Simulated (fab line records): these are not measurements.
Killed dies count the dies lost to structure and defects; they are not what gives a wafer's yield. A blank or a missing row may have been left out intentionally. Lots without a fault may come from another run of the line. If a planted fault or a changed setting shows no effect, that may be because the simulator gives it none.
Matching of chambers ; flow nand_harc ; NHARC_A_CHANNEL_FILL_D1_ALD_25 on ald_hk-03: 4 sister chambers
The step deposits SiOx, target thk 60 nm, pulse time 10 s, ald cycles 600. 4 wafers are shown with their chamber, then 12 later ones without.

WAFERS PAIRED WITH THEIR CHAMBERS
wafer;chamber;heater_power_w (W)
L086.5;2;422
L091.4;3;438
L091.1;1;500
L091.5;0;422

WAFERS WITH NO CHAMBER GIVEN
wafer;heater_power_w (W)
L092.1;444
L092.2;432
L092.4;485
L094.2;413
L094.3;434
L094.5;427
L095.3;435
L095.4;476
L095.5;428
L097.2;490
L097.3;444
L097.5;473

CHAMBER TAKEN BY EACH
wafer;from the rows above;in truth
L092.1;can't be placed: 3 or 0 or 2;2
L092.2;can't be placed: 3 or 0 or 2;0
L092.4;1;1
L094.2;can't be placed: 0 or 2 or 3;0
L094.3;can't be placed: 3 or 0 or 2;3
L094.5;can't be placed: 0 or 2 or 3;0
L095.3;can't be placed: 3 or 0 or 2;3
L095.4;can't be placed: 1 or 3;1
L095.5;can't be placed: 0 or 2 or 3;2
L097.2;1;1
L097.3;can't be placed: 3 or 0 or 2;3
L097.5;can't be placed: 1 or 3 or 0 or 2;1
Correct placement for 2 of the 12. Can't be placed from these rows: 10 (the true chamber is among the candidates in 10). Number placed wrongly: 0.
How it was worked out, from the rows above alone: a wafer's distance from a chamber is the root of the sum, over the readings, of the square of ((its reading less the chamber's mean) divided by the reading's scatter). The wafer belongs to the nearest chamber; if the next one is less than 2 further off, it can't be placed. For every chamber, the mean is computed from those of its wafers that are shown. The scatter: root of mean squared gap, hidden wafer to nearest shown wafer, with one shown wafer a chamber.
